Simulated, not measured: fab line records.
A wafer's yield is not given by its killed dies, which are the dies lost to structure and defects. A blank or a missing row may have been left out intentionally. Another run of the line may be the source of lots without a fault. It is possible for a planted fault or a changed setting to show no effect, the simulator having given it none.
Which tool is to blame?	flow nand_harc	22 lots, 66 wafers sampled, at 3 steps of a route of 1159

== WHAT THE GAUGES READ, wafer by wafer ==
NHARC_P_M0_OVL_MEAS_10: pitch 180 nm.
lot	measured	on	overlay_x_nm (nm)	overlay_y_nm (nm)
L074	day 5 15:10	overlay-02	-0.1 -0.5 -0.6	0.0 0.2 -0.4
L075	day 6 01:13	overlay-01	0.3 -0.3 -0.4	0.4 0.3 0.7
L076	day 6 14:59	overlay-01	0.4 -0.3 -0.3	-0.3 -0.2 0.0
L078	day 6 23:46	overlay-02	0.7 0.4 0.8	0.2 1.1 0.4
L079	day 6 23:57	overlay-02	-0.3 -1.2 -0.1	0.5 -0.4 0.0
L080	day 7 20:55	overlay-01	-1.5 -1.3 -0.9	0.1 0.1 -0.8
L082	day 7 21:28	overlay-01	1.5 1.9 1.3	0.6 0.4 1.1
L081	day 7 21:37	overlay-01	0.1 0.0 0.1	-0.4 -0.7 -0.2
L083	day 8 05:17	overlay-02	-1.2 -0.8 -1.1	0.3 0.3 -0.2
L084	day 8 14:38	overlay-02	-0.5 -0.2 -0.2	0.2 0.1 0.4
L085	day 8 23:28	overlay-02	-0.3 -0.8 -0.8	0.0 0.0 0.0
L087	day 9 11:27	overlay-01	1.5 0.5 1.3	0.8 1.1 1.4
L089	day 9 11:59	overlay-02	-1.0 -0.7 -1.0	0.2 0.6 0.3
L088	day 9 12:32	overlay-01	0.3 0.1 -0.1	1.7 1.1 1.0
L090	day 9 19:51	overlay-01	-0.1 -0.5 -0.8	0.7 0.4 0.0
L091	day 9 21:30	overlay-02	-0.1 -0.4 -0.1	-1.4 -1.2 -1.5
L093	day 10 17:58	overlay-02	-0.2 0.3 0.4	0.7 1.4 0.9
L092	day 10 18:29	overlay-01	1.0 0.7 0.6	0.2 0.2 -0.3
L095	day 10 19:28	overlay-01	-0.8 -1.0 -0.8	1.0 0.5 1.0
L094	day 10 21:13	overlay-02	-1.4 -1.0 -1.2	-0.6 -1.0 -1.0
L096	day 11 05:14	overlay-02	-0.2 -0.8 -0.1	-1.0 -0.8 -0.3
L097	day 11 05:54	overlay-02	-0.2 -0.6 -0.7	-1.7 -2.0 -1.3

== TOOL THAT RAN EACH LOT (tool first, then ch and the chambers of the sampled wafers, then the start) ==
lot	NHARC_P_CONTACT_DESCUM_17	NHARC_P_CONTACT_STRIP_28
L074	rie_diel-03 ch 1,2, day 5 11:06	rie_diel-08 ch 0,1,3, day 5 12:04
L075	rie_diel-03 ch 0,1,2, day 5 18:03	rie_diel-03 ch 0,1,3, day 5 18:59
L076	rie_diel-03 ch 1,2, day 6 06:09	rie_diel-12 ch 1,2,3, day 6 07:08
L078	rie_diel-03 ch 0,1,3, day 6 16:16	rie_diel-03 ch 1,2,3, day 6 17:15
L079	rie_diel-12 ch 0,2,3, day 6 16:49	rie_diel-08 ch 0,1,3, day 6 17:46
L080	rie_diel-03 ch 0,2,3, day 7 09:04	rie_diel-03 ch 0,1,2, day 7 10:02
L082	rie_diel-12 ch 1,3, day 7 09:26	rie_diel-03 ch 1,2,3, day 7 10:25
L081	rie_diel-12 ch 0,3, day 7 10:08	rie_diel-08 ch 0,1,3, day 7 11:07
L083	rie_diel-03 ch 0,1, day 8 00:40	rie_diel-03 ch 2,3, day 8 02:05
L084	rie_diel-12 ch 0,1, day 8 06:28	rie_diel-03 ch 0,1,3, day 8 07:26
L085	rie_diel-12 ch 1,3, day 8 19:22	rie_diel-12 ch 0,3, day 8 20:19
L087	rie_diel-03 ch 1,2, day 9 00:31	rie_diel-12 ch 2,3, day 9 01:28
L089	rie_diel-03 ch 1,2,3, day 9 02:32	rie_diel-12 ch 1,2,3, day 9 03:31
L088	rie_diel-03 ch 0,1,3, day 9 03:32	rie_diel-12 ch 0,3, day 9 04:29
L090	rie_diel-03 ch 0,2,3, day 9 15:29	rie_diel-03 ch 0,1,3, day 9 16:26
L091	rie_diel-03 ch 2,3, day 9 17:07	rie_diel-08 ch 0,3, day 9 18:05
L093	rie_diel-03 ch 0,1,3, day 10 10:01	rie_diel-12 ch 1,2,3, day 10 11:10
L092	rie_diel-03 ch 0,1,3, day 10 10:11	rie_diel-03 ch 1,2, day 10 11:17
L095	rie_diel-12 ch 2,3, day 10 15:23	rie_diel-12 ch 0,2,3, day 10 16:22
L094	rie_diel-03 ch 1,2,3, day 10 16:46	rie_diel-12 ch 0,2,3, day 10 17:58
L096	rie_diel-12 ch 0,1,2, day 11 01:12	rie_diel-12 ch 1,2, day 11 02:09
L097	rie_diel-03 ch 1,2, day 11 01:38	rie_diel-08 ch 0,1, day 11 02:35
- NHARC_P_CONTACT_DESCUM_17: chemistry O2, time 3 s.
- NHARC_P_CONTACT_STRIP_28: strips in O2.

== WHAT THE TOOLS THEMSELVES READ (means of the sampled wafers that have a number; where no wafer has one, the mark that the record gives instead) ==
NHARC_P_CONTACT_DESCUM_17.
lot	tool	drypump_motor_current_A (A)	oes_product_au (a.u.)	rf_vpp_V (V)	showerhead_plenum_p_Torr (Torr)	throttle_valve_pct (%)
L074	rie_diel-03	5.4	1.003	57.2	1.83	11.308
L075	rie_diel-03	5.1	1.003	57.0	1.90	11.310
L076	rie_diel-03	5.4	1.006	58.0	1.83	11.323
L078	rie_diel-03	5.0	0.997	57.5	1.90	11.312
L079	rie_diel-12	5.8	1.000	58.0	1.89	11.308
L080	rie_diel-03	5.4	0.998	57.6	1.85	11.307
L082	rie_diel-12	6.1	0.996	57.8	1.86	11.315
L081	rie_diel-12	5.7	1.001	58.0	1.88	11.308
L083	rie_diel-03	4.8	1.002	58.2	1.96	11.311
L084	rie_diel-12	5.4	0.997	57.5	1.95	11.314
L085	rie_diel-12	5.7	0.994	58.0	1.94	11.310
L087	rie_diel-03	5.0	1.005	57.8	1.87	11.313
L089	rie_diel-03	5.3	0.996	57.2	1.83	11.312
L088	rie_diel-03	5.0	0.990	58.1	1.89	11.305
L090	rie_diel-03	5.4	1.005	56.9	1.85	11.319
L091	rie_diel-03	5.7	1.005	56.8	1.78	11.308
L093	rie_diel-03	5.0	1.005	57.5	1.89	11.301
L092	rie_diel-03	5.0	0.998	57.2	1.89	11.316
L095	rie_diel-12	6.1	0.997	57.2	1.84	11.308
L094	rie_diel-03	5.3	1.003	57.5	1.83	11.309
L096	rie_diel-12	5.4	1.002	58.1	1.96	11.312
L097	rie_diel-03	5.0	1.003	57.7	1.87	11.308

NHARC_P_CONTACT_STRIP_28.
lot	tool	drypump_motor_current_A (A)	oes_product_au (a.u.)	rf_vpp_V (V)	showerhead_plenum_p_Torr (Torr)	throttle_valve_pct (%)
L074	rie_diel-08	5.6	0.991	58.5	3.61	17.032
L075	rie_diel-03	5.0	0.996	58.1	3.50	17.032
L076	rie_diel-12	5.8	1.003	58.1	3.53	17.034
L078	rie_diel-03	5.3	1.014	57.3	3.39	17.035
L079	rie_diel-08	5.6	1.004	57.4	3.61	17.047
L080	rie_diel-03	5.1	1.003	57.2	3.50	17.037
L082	rie_diel-03	5.3	1.005	57.4	3.39	17.046
L081	rie_diel-08	5.6	0.998	57.6	3.60	17.033
L083	rie_diel-03	5.7	1.008	57.1	3.30	17.037
L084	rie_diel-03	5.1	1.005	57.3	3.50	17.037
L085	rie_diel-12	6.1	0.991	57.4	3.39	17.041
L087	rie_diel-12	6.1	1.005	56.6	3.41	17.030
L089	rie_diel-12	5.8	1.000	57.1	3.53	17.041
L088	rie_diel-12	6.1	1.003	57.4	3.39	17.036
L090	rie_diel-03	5.1	0.999	57.1	3.50	17.032
L091	rie_diel-08	5.8	1.000	57.6	3.53	17.038
L093	rie_diel-12	5.8	0.997	57.5	3.53	17.039
L092	rie_diel-03	5.4	1.008	57.1	3.38	17.034
L095	rie_diel-12	5.8	1.005	57.3	3.48	17.041
L094	rie_diel-12	5.8	0.996	57.4	3.48	17.037
L096	rie_diel-12	5.5	1.005	57.0	3.65	17.029
L097	rie_diel-08	5.7	0.999	57.6	3.66	17.043

== THE ANSWER, worked out from the rows above alone ==
Rule: the lots themselves supply what counts as usual. Put in order of their means at a reading, lots are off if they are a third of the lots or fewer, leave a main group of 4 or more, and stand apart from it by a gap of 3 or more times the standard deviation of the main group's means; of several such gaps the widest counts. If all means in a main group match to the digits the tables above print for the reading, that group is not used. Also off: a lot with no number at a reading for which 4 or more lots have one. All remaining lots with rows at the step are treated as sound. Order of review: gauges by route order, followed by the tools' own readings, for which a lot's mean as printed above is used. At the first step where some lot is off, the reading lying furthest off is the one used; lots without a number count as furthest.
None of the lots is off at any reading shown; this tells nothing.

== WHAT WAS PUT IN BY THE SIMULATOR ==
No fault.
